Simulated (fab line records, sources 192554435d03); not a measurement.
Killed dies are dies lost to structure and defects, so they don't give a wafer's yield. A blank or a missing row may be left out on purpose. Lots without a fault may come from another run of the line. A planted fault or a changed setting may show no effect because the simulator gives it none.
fab line records | flow n5_finfet
record lots=5 wafers=15 last_day=17
route steps=1938 shown BEOL_M9@1436
lots that met no fault: from a run of the same line without faults
start_h: hours from the record's first day to the start of the lot's first wafer shown | wait_h: hours since the lot's step before | " the same as in the row above | L1.1+2: a row that stands for several wafers | - no value, or no start given | * or withheld: withheld | < > ~ a bound
route shown NAME@n: a module of which the file shows steps, and the number in the route of the first | usual: mean/standard deviation of fault-free wafers | same: alike in all rows | chamber/n: place in a boat | sites: the reading at each site | _std_site: their standard deviation | _edge_site: outer sites' mean less inner sites' | radius_mm: how far each site lies from the wafer's centre | mask NAME#n: copy n | behind: the tool/chamber that last shaped the wafer | hold: why the lot was held/for how many hours/how that ended | device: the transistor (n, p or np) that didn't switch | end of line: the same wafers' tests at the end of the route | a step without rows: its recipe alone | killed: dies lost to structure and defects at the first sort, not the wafer's yield | map: a wafer's dies, x killed, . not, _ none there
set.NAME: the setting as run; set.NAME@STEP: as run at that earlier step | model.NAME: the simulator's own value behind a step, which no gauge read
lots at some steps of the route; a table a step, a row a wafer
services: from which hour (start_h, from the record's first day; less than 0 if before it) a tool's chamber was out of use, for how many hours, and why
## steps
# step N5_BEOL_M9_INSPECT_30
# recipe mode=adi inspect_instrument=brightfield
# usual raw_defect_count=452/120
# columns lot.wafer tool chamber start_h wait_h raw_defect_count
L080.2 defect_inspect-01 - 278.27 0.0 359
L080.5 " - " " 295
L080.6 " - " " 334
L079.1 defect_inspect-02 - 278.32 0.1 302
L079.4 " - " " 399
L079.6 " - " " 603
L081.2 defect_inspect-01 - 278.36 0.0 356
L081.3 " - " " 358
L081.5 " - " " 354
L084.1 defect_inspect-02 - 311.24 0.3 587
L084.2 " - " " 454
L084.5 " - " " 495
L090.2 defect_inspect-02 - 350.82 0.0 409
L090.4 " - " " 659
L090.5 " - " " 469
# step N5_BEOL_M9_DESCUM_33
# recipe chemistry=O2 time_s=7 source_power_w=50 bias_power_w=20 pressure_mtorr=20 rf_frequency_hz=2.712e+07 temp_c=40 resist=CAR-EUV o2_flow_sccm=225
# usual drypump_motor_current_A=5.8/0.36 oes_product_au=0.81/0.09 rf_vpp_V=243.6/1.3 showerhead_plenum_p_Torr=2.12/0.066 throttle_valve_pct=20.44/0.18
# columns lot.wafer tool chamber start_h wait_h drypump_motor_current_A oes_product_au rf_hours_counter_h rf_vpp_V showerhead_plenum_p_Torr throttle_valve_pct
L080.2 rie_diel-05 0 278.31 0.0 6.1 0.68 242 243.9 2.14 20.56
L080.5 " 3 " " 5.8 0.96 - 242.9 2.14 20.36
L080.6 " 2 " " 5.0 0.73 - 242.6 1.99 20.38
L079.1 rie_diel-02 0 278.38 0.1 5.5 0.74 192 244.1 2.15 20.89
L079.4 " 3 " " 6.3 0.86 57 245.0 2.22 20.45
L079.6 " 2 " " 6.1 0.67 - 243.4 2.05 20.34
L081.2 rie_diel-01 1 278.54 0.2 5.8 0.89 19 244.1 2.16 20.53
L081.3 " 2 " " 5.8 0.94 32 246.4 2.22 20.28
L081.5 " 2 " " 5.9 0.93 - 244.9 2.22 20.27
L084.1 rie_diel-01 2 311.27 0.0 5.8 0.92 42 244.1 2.22 20.30
L084.2 " 1 " " 5.8 0.87 30 244.2 2.15 20.55
L084.5 " 1 " " 5.8 0.89 - 244.2 2.15 20.55
L090.2 rie_diel-05 3 350.85 0.0 5.8 0.88 30 243.2 2.14 20.39
L090.4 " 2 " " 5.0 0.70 228 241.4 1.99 20.43
L090.5 " 2 " " 5.0 0.70 - 240.5 1.99 20.43
# step N5_BEOL_M9_ETCH_76
# recipe chemistry=N2/H2 target=underlayer target_depth_a=65 mask_material=CAR-EUV time_s=5.2 ion_energy_ev=200 pressure_mtorr=30 source_w=840 bias_w=150 n2_flow_sccm=200 h2_flow_sccm=200 ends=cleared
# usual bias_w=150.0/0.47 drypump_motor_current_A=5.8/0.36 etch_rf_on_time_s=5.19/0.11 oes_product_au=0.69/0.074 rf_vpp_V=525.0/2.7 showerhead_plenum_p_Torr=2.57/0.08 throttle_valve_pct=17.84/0.22
# columns lot.wafer tool chamber start_h wait_h bias_w drypump_motor_current_A etch_rf_on_time_s oes_product_au rf_hours_counter_h rf_vpp_V showerhead_plenum_p_Torr throttle_valve_pct
L080.2 rie_diel-05 0 278.34 0.0 149.7 6.1 5.36 0.58 242 526.4 2.61 18.13
L080.5 " 3 " " 149.2 5.8 5.12 0.81 - 525.7 2.59 17.64
L080.6 " 2 " " 150.6 5.0 5.01 0.63 - 521.3 2.40 17.71
L079.1 rie_diel-02 0 278.41 0.0 150.0 5.5 5.44 0.61 192 526.0 2.63 18.33
L079.4 " 3 " " 150.7 6.3 5.11 0.73 57 530.2 2.69 17.82
L079.6 " 2 " " 150.5 6.2 5.37 0.55 - 522.8 2.52 17.89
L081.2 rie_diel-01 1 278.57 0.0 150.8 5.8 5.30 0.76 19 525.5 2.61 17.91
L081.3 " 2 " " 150.1 5.9 5.08 0.79 32 528.8 2.68 17.57
L081.5 " 2 " " 149.4 5.8 5.10 0.79 - 526.0 2.68 17.57
L084.1 rie_diel-01 2 311.31 0.0 149.6 5.9 5.06 0.78 42 529.3 2.68 17.57
L084.2 " 1 " " 151.2 5.8 5.30 0.75 30 524.8 2.61 17.90
L084.5 " 1 " " 150.3 5.8 5.27 0.75 - 526.6 2.61 17.91
L090.2 rie_diel-05 3 350.89 0.0 150.7 5.8 5.18 0.75 30 525.3 2.58 17.69
L090.4 " 2 " " 149.9 5.0 5.06 0.61 228 518.9 2.39 17.72
L090.5 " 2 " " 149.9 5.1 5.08 0.61 - 519.8 2.39 17.74
# step N5_BEOL_M9_ETCH_65
# recipe chemistry=CF4 target=SiARC target_depth_a=156 mask_material=CAR-EUV time_s=26 ion_energy_ev=80 pressure_mtorr=40 source_w=545 bias_w=36 Ar_flow_sccm=100 cf4_flow_sccm=100 ends=cleared
# usual bias_w=36.01/0.11 drypump_motor_current_A=5.8/0.36 etch_rf_on_time_s=26.0/0.47 oes_product_au=0.69/0.076 rf_vpp_V=184.5/1.1 showerhead_plenum_p_Torr=2.17/0.06 throttle_valve_pct=15.64/0.2
# columns lot.wafer tool chamber start_h wait_h bias_w drypump_motor_current_A etch_rf_on_time_s oes_product_au rf_hours_counter_h rf_vpp_V showerhead_plenum_p_Torr throttle_valve_pct
L080.2 rie_diel-05 0 278.36 0.0 36.06 6.1 26.8 0.58 242 184.6 2.21 15.92
L080.5 " 3 " " 35.93 5.8 25.9 0.81 - 184.2 2.19 15.44
L080.6 " 2 " " 36.02 5.0 25.7 0.62 - 181.4 2.05 15.60
L079.1 rie_diel-02 0 278.43 0.0 36.16 5.5 27.1 0.61 192 183.8 2.21 16.08
L079.4 " 3 " " 35.96 6.2 25.6 0.73 57 185.9 2.25 15.43
L079.6 " 2 " " 36.02 6.1 26.7 0.56 - 184.1 2.11 15.67
L081.2 rie_diel-01 1 278.59 0.0 36.17 5.8 26.2 0.76 19 182.8 2.19 15.59
L081.3 " 2 " " 36.00 5.9 25.4 0.79 32 185.0 2.26 15.43
L081.5 " 2 " " 36.12 5.8 25.2 0.79 - 187.7 2.26 15.45
L084.1 rie_diel-01 2 311.32 0.0 36.04 5.9 25.1 0.79 42 185.0 2.26 15.45
L084.2 " 1 " " 35.94 5.8 26.1 0.75 30 185.7 2.19 15.60
L084.5 " 1 " " 35.86 5.8 26.1 0.76 - 184.8 2.19 15.62
L090.2 rie_diel-05 3 350.90 0.0 35.95 5.8 26.1 0.76 30 185.0 2.18 15.49
L090.4 " 2 " " 36.13 5.0 26.0 0.60 228 183.2 2.04 15.64
L090.5 " 2 " " 36.07 5.0 26.1 0.60 - 182.3 2.04 15.67
# step N5_BEOL_M9_ETCH_66
# recipe chemistry=N2/H2 target=SOC target_depth_a=800 overetch_a=160 mask_material=SiARC temp_c=40 time_s=120 ion_energy_ev=200 pressure_mtorr=30 source_w=840 bias_w=150 n2_flow_sccm=200 h2_flow_sccm=200
# usual bias_w=150.0/0.42 drypump_motor_current_A=5.8/0.36 oes_product_au=0.62/0.065 rf_vpp_V=525.0/2.4 showerhead_plenum_p_Torr=2.57/0.08 throttle_valve_pct=17.80/0.22
# columns lot.wafer tool chamber start_h wait_h bias_w drypump_motor_current_A oes_product_au rf_hours_counter_h rf_vpp_V showerhead_plenum_p_Torr throttle_valve_pct
L080.2 rie_diel-05 0 278.39 0.0 150.0 6.1 0.52 242 525.0 2.61 18.07
L080.5 " 3 " " 150.4 5.8 0.72 - 526.3 2.59 17.61
L080.6 " 2 " " 149.4 5.0 0.55 - 521.7 2.40 17.65
L079.1 rie_diel-02 0 278.46 0.0 150.1 5.5 0.55 192 525.9 2.63 18.25
L079.4 " 3 " " 150.4 6.3 0.65 57 528.8 2.69 17.81
L079.6 " 2 " " 150.0 6.2 0.52 - 524.2 2.52 17.85
L081.2 rie_diel-01 1 278.61 0.0 149.8 5.8 0.69 19 525.8 2.61 17.86
L081.3 " 2 " " 149.3 5.9 0.70 32 529.0 2.68 17.51
L081.5 " 2 " " 149.7 5.9 0.70 - 529.0 2.68 17.50
L084.1 rie_diel-01 2 311.35 0.0 150.2 5.8 0.68 42 528.7 2.68 17.53
L084.2 " 1 " " 150.3 5.8 0.68 30 524.6 2.61 17.88
L084.5 " 1 " " 149.5 5.8 0.68 - 526.0 2.61 17.87
L090.2 rie_diel-05 3 350.93 0.0 149.8 5.7 0.68 30 524.0 2.58 17.64
L090.4 " 2 " " 149.4 5.1 0.54 228 518.5 2.39 17.70
L090.5 " 2 " " 149.7 5.0 0.54 - 520.0 2.39 17.68
# step N5_BEOL_M9_STRIP_69
# recipe chemistry=N2/H2 temp_c=40 n2_flow_sccm=200 h2_flow_sccm=200 rf_frequency_hz=6e+07
# columns lot.wafer tool chamber start_h wait_h
L080.2+5+6 rie_diel-05 0,3,2 278.47 0.0
L079.1+4+6 rie_diel-02 0,3,2 278.54 0.0
L081.2+3+5 rie_diel-01 1,2,2 278.70 0.0
L084.1+2+5 rie_diel-01 2,1,1 311.43 0.0
L090.2+4+5 rie_diel-05 3,2,2 351.01 0.0
# step N5_BEOL_M9_STRIP_77
# recipe chemistry=N2/H2 temp_c=40 n2_flow_sccm=200 h2_flow_sccm=200 rf_frequency_hz=6e+07
# columns lot.wafer tool chamber start_h wait_h
L080.2+5+6 rie_diel-05 0,3,2 278.48 0.0
L079.1+4+6 rie_diel-02 0,3,2 278.55 0.0
L081.2+3+5 rie_diel-01 1,2,2 278.71 0.0
L084.1+2+5 rie_diel-01 2,1,1 311.44 0.0
L090.2+4+5 rie_diel-05 3,2,2 351.02 0.0
# step N5_BEOL_M9_VIA_ETCH_34
# recipe chemistry=C4F6/O2 target=SiCOH_lowk target_depth_a=1824 mask_material=SOC taper_deg=4 time_s=68.4 ion_energy_ev=250 pressure_mtorr=30 source_w=345 bias_w=185 Ar_flow_sccm=300 C4F6_flow_sccm=10 O2_flow_sccm=10
# usual bias_w=184.9/0.55 drypump_motor_current_A=5.8/0.36 oes_product_au=0.81/0.088 rf_vpp_V=669/13 showerhead_plenum_p_Torr=2.88/0.078 throttle_valve_pct=20.93/0.18
# columns lot.wafer tool chamber start_h wait_h bias_w drypump_motor_current_A oes_product_au rf_hours_counter_h rf_vpp_V showerhead_plenum_p_Torr throttle_valve_pct
L080.2 rie_diel-05 0 278.49 0.0 184.5 6.1 0.67 242 668 2.92 21.10
L080.5 " 3 " " 185.3 5.8 0.96 - 675 2.90 20.75
L080.6 " 2 " " 184.8 5.0 0.73 - 665 2.73 20.91
L079.1 rie_diel-02 0 278.56 0.0 184.5 5.5 0.72 192 673 2.92 21.29
L079.4 " 3 " " 185.0 6.2 0.85 57 652 2.99 20.76
L079.6 " 2 " " 184.6 6.2 0.66 - 668 2.79 20.79
L081.2 rie_diel-01 1 278.72 0.0 185.0 5.8 0.90 19 638 2.92 21.00
L081.3 " 2 " " 184.7 5.9 0.93 32 670 3.00 20.71
L081.5 " 2 " " 184.5 5.9 0.93 - 668 3.00 20.72
L084.1 rie_diel-01 2 311.45 0.0 184.2 5.9 0.92 42 669 2.99 20.74
L084.2 " 1 " " 185.1 5.8 0.88 30 638 2.92 21.01
L084.5 " 1 " " 184.9 5.8 0.88 - 639 2.92 21.02
L090.2 rie_diel-05 3 351.03 0.0 184.5 5.8 0.89 30 675 2.89 20.80
L090.4 " 2 " " 185.8 5.0 0.70 228 665 2.72 20.94
L090.5 " 2 " " 184.6 5.0 0.71 - 666 2.72 20.94
# step N5_BEOL_M9_STRIP_73
# recipe chemistry=C4F6/O2 resist=SiARC rf_frequency_hz=6e+07
# columns lot.wafer tool chamber start_h wait_h
L080.2+5+6 rie_diel-05 0,3,2 278.54 0.0
L079.1+4+6 rie_diel-02 0,3,2 278.61 0.0
L081.2+3+5 rie_diel-01 1,2,2 278.77 0.0
L084.1+2+5 rie_diel-01 2,1,1 311.51 0.0
L090.2+4+5 rie_diel-05 3,2,2 351.08 0.0
# step N5_BEOL_M9_STRIP_36
# recipe chemistry=N2/H2 power_w=450 temp_c=40 pressure_mtorr=20 rf_frequency_hz=6e+07 overash_fraction=0.3 bias_power_w=7 h2_frac=0.5 n2_flow_sccm=200 h2_flow_sccm=200
# usual drypump_motor_current_A=5.8/0.36 oes_product_au=0.81/0.089 rf_vpp_V=59.4/1.5 showerhead_plenum_p_Torr=2.57/0.08 throttle_valve_pct=23.60/0.26
# columns lot.wafer tool chamber start_h wait_h drypump_motor_current_A oes_product_au rf_hours_counter_h rf_vpp_V showerhead_plenum_p_Torr throttle_valve_pct
L080.2 rie_diel-05 0 278.55 0.0 6.1 0.69 242 59.2 2.60 23.86
L080.5 " 3 " " 5.8 0.95 - 59.9 2.59 23.42
L080.6 " 2 " " 5.0 0.73 - 58.1 2.40 23.35
L079.1 rie_diel-02 0 278.62 0.0 5.5 0.73 192 58.5 2.62 24.08
L079.4 " 3 " " 6.3 0.85 57 60.8 2.69 23.76
L079.6 " 2 " " 6.2 0.67 - 58.8 2.51 23.66
L081.2 rie_diel-01 1 278.78 0.0 5.8 0.89 19 58.8 2.61 23.74
L081.3 " 2 " " 5.9 0.94 32 58.6 2.68 23.19
L081.5 " 2 " " 5.8 0.93 - 59.8 2.68 23.19
L084.1 rie_diel-01 2 311.52 0.0 5.8 0.92 42 60.3 2.67 23.21
L084.2 " 1 " " 5.8 0.88 30 60.8 2.60 23.74
L084.5 " 1 " " 5.8 0.89 - 58.0 2.60 23.76
L090.2 rie_diel-05 3 351.09 0.0 5.8 0.88 30 58.7 2.58 23.46
L090.4 " 2 " " 5.1 0.70 228 59.1 2.39 23.38
L090.5 " 2 " " 5.0 0.70 - 60.6 2.39 23.40
# step N5_BEOL_M9_TRENCH_ETCH_37
# recipe chemistry=C4F6/O2 target_depth_a=1514.3 target=SiCOH_lowk time_s=49 ion_energy_ev=250 pressure_mtorr=30 source_w=345 bias_w=185 Ar_flow_sccm=300 C4F6_flow_sccm=10 O2_flow_sccm=10
# usual bias_w=185.0/0.56 drypump_motor_current_A=5.8/0.36 oes_product_au=0.81/0.088 rf_vpp_V=669/13 showerhead_plenum_p_Torr=2.88/0.078 throttle_valve_pct=20.96/0.18
# columns lot.wafer tool chamber start_h wait_h bias_w drypump_motor_current_A oes_product_au rf_hours_counter_h rf_vpp_V showerhead_plenum_p_Torr throttle_valve_pct
L080.2 rie_diel-05 0 - - 185.0 6.1 0.67 242 668 2.92 21.12
L080.5 " 3 " " 184.8 5.8 0.96 - 676 2.90 20.79
L080.6 " 2 " " 185.7 5.0 0.72 - 666 2.73 20.93
L079.1 rie_diel-02 0 - - 185.0 5.5 0.72 192 671 2.92 21.32
L079.4 " 3 " " 185.5 6.3 0.86 57 652 2.99 20.79
L079.6 " 2 " " 185.1 6.2 0.66 - 670 2.79 20.81
L081.2 rie_diel-01 1 - - 184.8 5.8 0.90 19 639 2.92 21.05
L081.3 " 2 " " 184.8 5.8 0.92 32 670 3.00 20.72
L081.5 " 2 " " 183.9 5.8 0.92 - 669 3.00 20.75
L084.1 rie_diel-01 2 - - 184.4 5.8 0.91 42 669 2.99 20.75
L084.2 " 1 " " 185.6 5.8 0.88 30 639 2.92 21.05
L084.5 " 1 " " 185.5 5.8 0.88 - 638 2.92 21.05
L090.2 rie_diel-05 3 - - 185.3 5.8 0.88 30 675 2.89 20.81
L090.4 " 2 " " 184.0 5.1 0.71 228 665 2.72 20.98
L090.5 " 2 " " 184.6 5.0 0.70 - 664 2.72 20.98
# step N5_BEOL_M9_ETCH_41
# recipe chemistry=CH3F/O2 target=SiCN target_depth_a=366 taper_deg=2 time_s=70.1 ion_energy_ev=120 mask_material=TiN pressure_mtorr=30 source_w=395 bias_w=75 Ar_flow_sccm=150 CH3F_flow_sccm=30 O2_flow_sccm=20
# usual bias_w=75.00/0.21 drypump_motor_current_A=5.8/0.36 oes_product_au=0.81/0.087 rf_vpp_V=297.9/1.4 showerhead_plenum_p_Torr=2.03/0.058 throttle_valve_pct=16.34/0.19
# columns lot.wafer tool chamber start_h wait_h bias_w drypump_motor_current_A oes_product_au rf_hours_counter_h rf_vpp_V showerhead_plenum_p_Torr throttle_valve_pct
L080.2 rie_diel-05 0 - - 74.61 6.1 0.67 242 297.8 2.05 16.53
L080.5 " 3 " " 75.46 5.8 0.95 - 300.0 2.04 16.14
L080.6 " 2 " " 75.06 5.0 0.72 - 294.4 1.91 16.36
L079.1 rie_diel-02 0 - - 74.82 5.5 0.72 192 299.7 2.06 16.76
L079.4 " 3 " " 74.52 6.2 0.85 57 298.8 2.11 16.19
L079.6 " 2 " " 74.80 6.2 0.66 - 296.4 1.96 16.29
L081.2 rie_diel-01 1 - - 75.14 5.8 0.89 19 298.6 2.06 16.33
L081.3 " 2 " " 75.19 5.8 0.93 32 298.9 2.11 16.12
L081.5 " 2 " " 74.72 5.8 0.93 - 299.4 2.11 16.11
L084.1 rie_diel-01 2 - - 74.59 5.8 0.90 42 299.8 2.11 16.14
L084.2 " 1 " " 74.83 5.8 0.87 30 298.9 2.05 16.35
L084.5 " 1 " " 74.97 5.8 0.87 - 298.8 2.05 16.35
L090.2 rie_diel-05 3 - - 75.29 5.7 0.88 30 298.5 2.03 16.20
L090.4 " 2 " " 74.78 5.0 0.70 228 295.1 1.91 16.38
L090.5 " 2 " " 75.16 5.0 0.70 - 293.6 1.91 16.39
# step N5_BEOL_M9_STRIP_80
# recipe chemistry=N2/H2 time_s=10 power_w=450 temp_c=40 pressure_mtorr=20 rf_frequency_hz=6e+07 bias_power_w=7 n2_flow_sccm=200 h2_flow_sccm=200
# usual drypump_motor_current_A=5.8/0.36 oes_product_au=0.81/0.089 rf_vpp_V=59.3/0.84 showerhead_plenum_p_Torr=2.57/0.08 throttle_valve_pct=23.60/0.26
# columns lot.wafer tool chamber start_h wait_h drypump_motor_current_A oes_product_au rf_hours_counter_h rf_vpp_V showerhead_plenum_p_Torr throttle_valve_pct
L080.2 rie_diel-05 0 - - 6.1 0.66 242 60.0 2.60 23.87
L080.5 " 3 " " 5.8 0.94 - 59.9 2.59 23.42
L080.6 " 2 " " 5.0 0.73 - 58.3 2.40 23.35
L079.1 rie_diel-02 0 - - 5.5 0.73 192 59.0 2.62 24.07
L079.4 " 3 " " 6.3 0.86 57 58.4 2.69 23.77
L079.6 " 2 " " 6.2 0.67 - 60.9 2.51 23.63
L081.2 rie_diel-01 1 - - 5.8 0.89 19 59.7 2.61 23.75
L081.3 " 2 " " 5.9 0.94 32 59.7 2.68 23.20
L081.5 " 2 " " 5.9 0.93 - 60.3 2.68 23.20
L084.1 rie_diel-01 2 - - 5.8 0.93 42 58.5 2.67 23.20
L084.2 " 1 " " 5.8 0.88 30 59.2 2.60 23.76
L084.5 " 1 " " 5.8 0.89 - 61.0 2.60 23.76
L090.2 rie_diel-05 3 - - 5.8 0.88 30 58.6 2.58 23.46
L090.4 " 2 " " 5.0 0.70 229 58.1 2.39 23.41
L090.5 " 2 " " 5.0 0.70 - 58.4 2.39 23.42
# step N5_BEOL_M9_OCD_MEAS_38
# usual trench_depth_nm=150.8/2.3
# columns lot.wafer tool chamber start_h wait_h trench_depth_nm
L080.2 ocd-02 - 278.76 - 147.3
L080.5 " - " " 152.4
L080.6 " - " " 152.4
L079.1 ocd-01 - 278.83 - 148.4
L079.4 " - " " 152.8
L079.6 " - " " 148.5
L081.2 ocd-01 - 278.99 - 149.1
L081.3 " - " " 156.0
L081.5 " - " " 154.0
L084.1 ocd-01 - 311.73 - 154.5
L084.2 " - " " 148.9
L084.5 " - " " 150.6
L090.2 ocd-02 - 351.31 - 150.0
L090.4 " - " " 151.1
L090.5 " - " " 149.9
# step N5_BEOL_M9_HM_STRIP_39
# recipe chemistry=peroxide_tin_strip material=TiN target_depth_a=250 temp_c=50 time_s=158
# columns lot.wafer tool chamber start_h wait_h
L080.2+5+6 wet_bench-06 4,7,6 278.80 0.0
L079.1+4+6 wet_bench-04 0,7,2 278.87 0.0
L081.2+3+5 wet_bench-04 7,1,2 279.02 0.0
L084.1+2+5 wet_bench-03 0,2,3 311.76 0.0
L090.2+4+5 wet_bench-04 2,3,4 351.34 0.0
# step N5_BEOL_M9_SRD_40
# recipe time_s=30 temp_c=23 rinse_liquid=diw dry=ipa_marangoni
# columns lot.wafer tool chamber start_h wait_h
L080.2+5+6 wet_bench-06 4,7,6 278.85 0.0
L079.1+4+6 wet_bench-04 0,7,2 278.92 0.0
L081.2+3+5 wet_bench-04 7,1,2 279.07 0.0
L084.1+2+5 wet_bench-03 0,2,3 311.81 0.0
L090.2+4+5 wet_bench-04 2,3,4 351.39 0.0
# step N5_BEOL_M9_PRECLEAN_42
# recipe chemistry=residue_remover time_s=60 temp_c=40
# columns lot.wafer tool chamber start_h wait_h
L080.2+5+6 wet_bench-06 4,7,6 278.87 0.0
L079.1+4+6 wet_bench-04 0,7,2 278.94 0.0
L081.2+3+5 wet_bench-04 7,1,2 279.09 0.0
L084.1+2+5 wet_bench-03 0,2,3 311.83 0.0
L090.2+4+5 wet_bench-04 2,3,4 351.40 0.0
## services
# columns tool chamber start_h hours kind
rie_diel-02 - 263.90 1.7 repair
rie_diel-05 0 306.85 - clean
rie_diel-05 0 306.85 - consumable_replace:focus_ring
rie_diel-05 0 306.85 23.4 scheduled_down
rie_diel-05 0 306.85 23.4 vent_cycle
rie_diel-01 0 309.55 5.6 repair
rie_diel-02 2 313.40 - clean
rie_diel-02 2 313.40 - consumable_replace:focus_ring
rie_diel-02 2 313.40 18.2 scheduled_down
rie_diel-02 2 313.40 18.2 vent_cycle
rie_diel-01 - 320.61 2.8 pm
## key
fault none
